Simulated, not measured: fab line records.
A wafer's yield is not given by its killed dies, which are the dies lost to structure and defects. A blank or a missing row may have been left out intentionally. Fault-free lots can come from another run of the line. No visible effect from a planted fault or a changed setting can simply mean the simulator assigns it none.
Which tool is to blame? | flow nand-harc | 7 lots with 21 wafers sampled at 4 steps, on a route of 1302 steps

## WHAT THE GAUGES READ, wafer by wafer
NHARC_END_SORT_01.
lot  | measured     | on        | killed-at-array
L603 | day 25 01:07 | prober-01 | 63 61 64
L606 | day 25 17:49 | prober-02 | 18 17 18
L608 | day 26 12:58 | prober-01 | 59 53 58
L609 | day 27 15:32 | prober-01 | 44 45 29
L613 | day 28 20:40 | prober-02 | 39 45 41
L621 | day 32 16:56 | prober-01 | 670 674 674
L624 | day 33 12:05 | prober-02 | 669 674 671

## EACH LOT AND THE TOOL THAT RAN IT (in order: tool; ch and the chambers of the sampled wafers; start)
lot  | NHARC_A_CHANNEL_HOLE_D1_STRIP_43   | NHARC_THIN_TSV_ETCH_15           | NHARC_THIN_TSV_DEGAS_49
L603 | rie-diel-12 ch 0,1,3, day 8 22:34  | rie-si-06 ch 0,3, day 24 11:00   | pvd-sputter-02, day 24 12:58
L606 | rie-diel-04 ch 0,2,3, day 10 12:37 | rie-si-02 ch 0,3, day 25 03:37   | pvd-sputter-01, day 25 05:36
L608 | rie-diel-12 ch 1,2,3, day 11 02:44 | rie-si-06 ch 1,2, day 25 19:03   | pvd-sputter-02, day 25 21:06
L609 | rie-diel-04 ch 1,2,3, day 11 23:35 | rie-si-02 ch 0,2,3, day 27 00:28 | pvd-sputter-02, day 27 02:34
L613 | rie-diel-12 ch 0,3, day 13 13:19   | rie-si-02 ch 0,1,3, day 28 03:13 | pvd-sputter-01, day 28 05:10
L621 | rie-diel-04 ch 2,3, day 17 01:36   | -                                | -
L624 | rie-diel-10 ch 0,2,3, day 17 22:22 | -                                | -
- NHARC_A_CHANNEL_HOLE_D1_STRIP_43: strips in O2/COS.
- NHARC_THIN_TSV_ETCH_15: target depth 3000 nm, bosch target overetch cycles 2, bosch etch step 2.8 s.
- NHARC_THIN_TSV_DEGAS_49: time 120 s.

## THE ANSWER, worked out from the rows above alone
Rule: what is usual is taken from the lots themselves. Put in order of their means at a reading, lots are off if they are a third of the lots or fewer, leave a main group of 4 or more, and stand apart from it by a gap of 3 or more times the standard deviation of the main group's means; of several such gaps the widest counts. A main group whose means are all the same, to the digits that the tables above print for the reading, isn't used. Also off: a lot with no number at a reading for which 4 or more lots have one. The other lots that the step has rows for count as sound.
Off, at NHARC_END_SORT_01 on killed-at-array: L621, L624. The main group has a mean of 44 with a standard deviation of 16.
If a tool, at a process step before that reading, ran all the lots that are off and no sound lot after the first of them, it fits. Gauges at NHARC_END_SORT_01: tried the same way as those tools. Of those tried, none fits.

## WHAT WAS PUT IN BY THE SIMULATOR
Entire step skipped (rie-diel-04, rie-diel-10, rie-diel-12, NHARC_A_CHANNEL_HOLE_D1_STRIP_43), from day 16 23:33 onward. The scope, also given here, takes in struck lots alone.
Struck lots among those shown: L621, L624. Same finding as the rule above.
